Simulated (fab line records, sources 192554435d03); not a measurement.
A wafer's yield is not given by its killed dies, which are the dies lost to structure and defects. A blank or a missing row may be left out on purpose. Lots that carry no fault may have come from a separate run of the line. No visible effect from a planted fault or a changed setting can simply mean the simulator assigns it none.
Matching of chambers + flow n5_finfet + 4 sister chambers for N5_BEOL_M12_ETCH_68 on rie_diel-06
The step etches SOC in N2/H2, time 285 s. 16 wafers are shown with their chamber, then 8 later ones without.

## EACH WAFER AND ITS CHAMBER
| wafer  | chamber | showerhead_plenum_p_Torr (Torr) | drypump_motor_current_A (A) | throttle_valve_pct (%) |
|--------|---------|---------------------------------|-----------------------------|------------------------|
| L076.3 | 0       | 2.52                            | 5.6                         | 17.74                  |
| L076.5 | 0       | 2.52                            | 5.6                         | 17.74                  |
| L076.6 | 2       | 2.71                            | 6.7                         | 17.51                  |
| L077.1 | 1       | 2.43                            | 4.9                         | 18.07                  |
| L077.2 | 2       | 2.71                            | 6.7                         | 17.50                  |
| L077.3 | 0       | 2.52                            | 5.6                         | 17.74                  |
| L077.4 | 2       | 2.71                            | 6.7                         | 17.52                  |
| L077.5 | 0       | 2.52                            | 5.6                         | 17.74                  |
| L077.6 | 1       | 2.43                            | 4.9                         | 18.08                  |
| L084.3 | 1       | 2.42                            | 4.8                         | 18.11                  |
| L084.4 | 0       | 2.52                            | 5.6                         | 17.74                  |
| L084.5 | 2       | 2.71                            | 6.6                         | 17.53                  |
| L091.3 | 0       | 2.51                            | 5.6                         | 17.79                  |
| L091.5 | 3       | 2.73                            | 5.5                         | 18.04                  |
| L091.6 | 0       | 2.51                            | 5.6                         | 17.78                  |
| L095.1 | 0       | 2.51                            | 5.6                         | 17.81                  |

SIGNATURES (means of the wafers above)
| reading                  | chamber 0 | chamber 1 | chamber 2 | chamber 3 | scatter within a chamber |
|--------------------------|-----------|-----------|-----------|-----------|--------------------------|
| showerhead_plenum_p_Torr | 2.5162    | 2.4267    | 2.7100    | 2.7300    | 0.0046                   |
| drypump_motor_current_A  | 5.600     | 4.867     | 6.675     | 5.500     | 0.0344                   |
| throttle_valve_pct       | 17.7600   | 18.0867   | 17.5150   | 18.0400   | 0.0244                   |
Rule: a wafer's distance from a chamber is the root of the sum, over the readings, of the square of ((its reading less the chamber's mean) divided by the reading's scatter). If the next closest chamber is less than 2 further off than the closest, the wafer can't be placed; otherwise it belongs to the closest. The scatter is the square root of a quotient: the sum, over the shown wafers, of each reading's squared deviation from its chamber's mean, divided by wafers minus chambers.

## WAFERS WITH NO CHAMBER GIVEN
| wafer  | showerhead_plenum_p_Torr (Torr) | drypump_motor_current_A (A) | throttle_valve_pct (%) |
|--------|---------------------------------|-----------------------------|------------------------|
| L095.4 | 2.73                            | 5.5                         | 18.05                  |
| L095.5 | 2.73                            | 5.4                         | 18.05                  |
| L096.1 | 2.41                            | 4.9                         | 18.13                  |
| L096.2 | 2.50                            | 5.6                         | 17.82                  |
| L096.5 | 2.50                            | 5.6                         | 17.81                  |
| L097.2 | 2.69                            | 6.6                         | 17.58                  |
| L097.3 | 2.72                            | 5.5                         | 18.07                  |
| L097.5 | 2.50                            | 5.6                         | 17.79                  |

## WHICH CHAMBER EACH WENT THROUGH
| wafer  | from the rows above | in truth |
|--------|---------------------|----------|
| L095.4 | 3                   | 3        |
| L095.5 | 3                   | 3        |
| L096.1 | 1                   | 1        |
| L096.2 | 0                   | 0        |
| L096.5 | 0                   | 0        |
| L097.2 | 2                   | 2        |
| L097.3 | 3                   | 3        |
| L097.5 | 0                   | 0        |
Placed correctly: 8 of 8. Number that these rows cannot place: 0. Number placed wrongly: 0.
